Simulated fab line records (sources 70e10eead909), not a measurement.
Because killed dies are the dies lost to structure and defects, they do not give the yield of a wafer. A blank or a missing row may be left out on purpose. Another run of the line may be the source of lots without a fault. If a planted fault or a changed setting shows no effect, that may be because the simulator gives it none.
Which tool did it? | flow nandHarc | Sampling: 14 lots, 42 wafers, 6 of 1302 route steps

== WHAT THE GAUGES SHOWED, per wafer ==
NHARC_A_SOURCE_PLATE_THK_MEAS_09: measures by ellipsometry.
lot  | measured     | on           | thkNm (nm)
L295 | day 7 00:31  | filmMetro-02 | 10.3 8.7 7.3
L296 | day 7 13:16  | filmMetro-01 | 9.1 9.1 8.5
L297 | day 7 18:52  | filmMetro-02 | 9.4 9.5 10.5
L298 | day 8 04:53  | filmMetro-01 | 9.9 8.6 11.2
L303 | day 11 06:56 | filmMetro-01 | 9.5 9.8 9.8
L302 | day 11 06:56 | filmMetro-01 | 10.0 11.1 9.6
L304 | day 11 14:28 | filmMetro-02 | 10.4 9.2 10.4
L301 | day 11 14:28 | filmMetro-02 | 11.0 10.0 9.1
L307 | day 12 02:25 | filmMetro-02 | 9.6 11.0 10.1
L312 | day 13 23:54 | filmMetro-01 | 9.4 8.5 10.2
L314 | day 14 21:21 | filmMetro-02 | 10.8 10.3 7.8
L315 | day 15 07:19 | filmMetro-02 | 7.6 11.9 9.4
L317 | day 16 07:21 | filmMetro-02 | 10.6 8.5 10.4
L318 | day 16 23:23 | filmMetro-01 | 8.3 8.6 9.2

NHARC_A_ONON_D1_THK_MEAS_05: measures by ellipsometry.
lot  | measured     | on           | thkNm (nm)
L295 | day 7 14:41  | filmMetro-01 | 1006 1003 1004
L296 | day 8 03:41  | filmMetro-01 | 1015 1013 1014
L297 | day 8 08:59  | filmMetro-02 | 988 988 990
L298 | day 8 22:40  | filmMetro-02 | 1012 1013 1014
L303 | day 11 21:13 | filmMetro-01 | 1007 1006 1008
L302 | day 11 21:13 | filmMetro-02 | 1004 1004 1004
L304 | day 12 04:44 | filmMetro-02 | 994 994 993
L301 | day 12 04:31 | filmMetro-01 | 999 1000 1001
L307 | day 12 16:31 | filmMetro-02 | 1000 1001 999
L312 | day 14 14:09 | filmMetro-01 | 999 1001 999
L314 | day 15 11:27 | filmMetro-01 | 991 993 990
L315 | day 15 23:58 | filmMetro-02 | 993 993 992
L317 | day 17 00:46 | filmMetro-01 | 1010 1010 1011
L318 | day 17 13:57 | filmMetro-01 | 1000 999 998

NHARC_A_ONON_D1_THK_MEAS_27: measures by ellipsometry.
lot  | measured     | on           | thkNm (nm)
L295 | day 8 02:25  | filmMetro-01 | 998 998 997
L296 | day 8 15:12  | filmMetro-01 | 1010 1011 1011
L297 | day 8 20:10  | filmMetro-01 | 992 992 992
L298 | day 9 09:53  | filmMetro-01 | 998 997 999
L303 | day 12 08:46 | filmMetro-01 | 1004 1003 1003
L302 | day 12 08:37 | filmMetro-02 | 980 978 978
L304 | day 12 17:35 | filmMetro-02 | 1006 655 654
L301 | day 12 17:56 | filmMetro-02 | 646 647 997
L307 | day 13 04:03 | filmMetro-01 | 995 993 994
L312 | day 14 21:59 | filmMetro-01 | 1019 1020 1020
L314 | day 15 22:38 | filmMetro-02 | 990 989 990
L315 | day 16 11:27 | filmMetro-02 | 989 992 990
L317 | day 17 12:47 | filmMetro-02 | 999 1001 1000
L318 | day 18 00:57 | filmMetro-01 | 985 987 987

NHARC_END_SORT_01.
lot  | measured     | on        | killedAtArray | killedAtOther | killedAtPeriphery | killedDies | killedOpen | killedShort
L304 | day 30 16:32 | prober-02 | 67 676 676    | 2 1 0         | 1 0 1             | 70 677 677 | 3 5 2      | 5 6 1
L301 | day 29 19:08 | prober-02 | 664 664 66    | 0 0 0         | 13 13 10          | 677 677 76 | 2 3 5      | 5 4 3

== TOOL THAT RAN EACH LOT (tool first, then ch and the chambers of the sampled wafers, then the start) ==
lot  | NHARC_A_ONON_D1_DEP_25          | NHARC_A_CHANNEL_HOLE_D1_DEP_00
L295 | pecvdOnon-01 ch 0, day 8 01:58  | aclDep-03 ch 0, day 8 05:48
L296 | pecvdOnon-02 ch 0, day 8 14:41  | aclDep-01 ch 0, day 8 18:17
L297 | pecvdOnon-01 ch 0, day 8 19:42  | aclDep-03 ch 0, day 9 00:25
L298 | pecvdOnon-02 ch 0, day 9 09:23  | aclDep-02 ch 0, day 9 11:05
L303 | pecvdOnon-04 ch 0, day 12 08:19 | aclDep-02 ch 0, day 12 14:14
L302 | pecvdOnon-02 ch 0, day 12 08:07 | aclDep-03 ch 0, day 12 13:24
L304 | pecvdOnon-04 ch 0, day 12 17:05 | aclDep-01 ch 0, day 12 19:07
L301 | pecvdOnon-04 ch 0, day 12 17:29 | aclDep-03 ch 0, day 12 22:03
L307 | pecvdOnon-02 ch 0, day 13 03:32 | aclDep-02 ch 0, day 13 05:15
L312 | pecvdOnon-02 ch 0, day 14 21:29 | aclDep-01 ch 0, day 14 23:09
L314 | pecvdOnon-01 ch 0, day 15 22:07 | aclDep-03 ch 0, day 15 23:49
L315 | pecvdOnon-01 ch 0, day 16 10:56 | aclDep-02 ch 0, day 16 14:45
L317 | pecvdOnon-01 ch 0, day 17 12:23 | aclDep-02 ch 0, day 17 17:26
L318 | pecvdOnon-02 ch 0, day 18 00:30 | aclDep-02 ch 0, day 18 04:44
- NHARC_A_ONON_D1_DEP_25: target thk 1000 nm.
- NHARC_A_CHANNEL_HOLE_D1_DEP_00: deposits aC, target thk 3100 nm.

== AS READ BY THE TOOLS THEMSELVES (means over the sampled wafers that have a number; for cases with no such wafer, the mark the record gives instead) ==
NHARC_A_CHANNEL_HOLE_D1_DEP_00.
lot  | tool      | throttleValvePct (%)
L295 | aclDep-03 | 34.996
L296 | aclDep-01 | 34.994
L297 | aclDep-03 | 34.993
L298 | aclDep-02 | 34.991
L303 | aclDep-02 | 34.998
L302 | aclDep-03 | 35.006
L304 | aclDep-01 | 34.995
L301 | aclDep-03 | 35.000
L307 | aclDep-02 | 34.998
L312 | aclDep-01 | 35.005
L314 | aclDep-03 | 34.998
L315 | aclDep-02 | 34.993
L317 | aclDep-02 | 35.001
L318 | aclDep-02 | 35.003

== THE ANSWER, worked out from the rows above alone ==
Rule: what is usual is taken from the lots themselves. The widest of any qualifying gaps counts: lots, ordered by their means at a reading, are off when they make up no more than a third of the lots, leave a main group of 4 or more, and stand apart from it by 3 or more times the standard deviation of that group's means. A main group is skipped when, at the precision printed for the reading in the tables above, its means are all equal. A lot without any number at a reading at which 4 lots or more have one is off too. All remaining lots with rows at the step are treated as sound. The gauges are gone through in route order, then the tools' own readings, and for those a lot's mean is taken as printed above. The first step at which some lot is off is used, and at that step the reading that is off furthest; a lot without a number counts as furthest.
Off: L304, L301 (NHARC_A_ONON_D1_THK_MEAS_27, thkNm). For the main group the mean is 997 nm and the standard deviation 11.
A tool fits if, at a process step before that reading, it ran every lot that is off, and no sound lot after the first of them. The gauges at NHARC_A_ONON_D1_THK_MEAS_27 are tried like those tools. One fits: NHARC_A_ONON_D1_DEP_25 on pecvdOnon-04. Its last sound lot is L303 (day 12 08:19), its first lot that is off L304 (day 12 17:05): a fault that began between those two fits.

== WHAT HAD BEEN PUT IN BY THE SIMULATOR ==
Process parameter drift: pecvdOnon-04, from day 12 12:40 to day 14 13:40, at NHARC_A_ONON_D1_DEP_25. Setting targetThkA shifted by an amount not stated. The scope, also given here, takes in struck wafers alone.
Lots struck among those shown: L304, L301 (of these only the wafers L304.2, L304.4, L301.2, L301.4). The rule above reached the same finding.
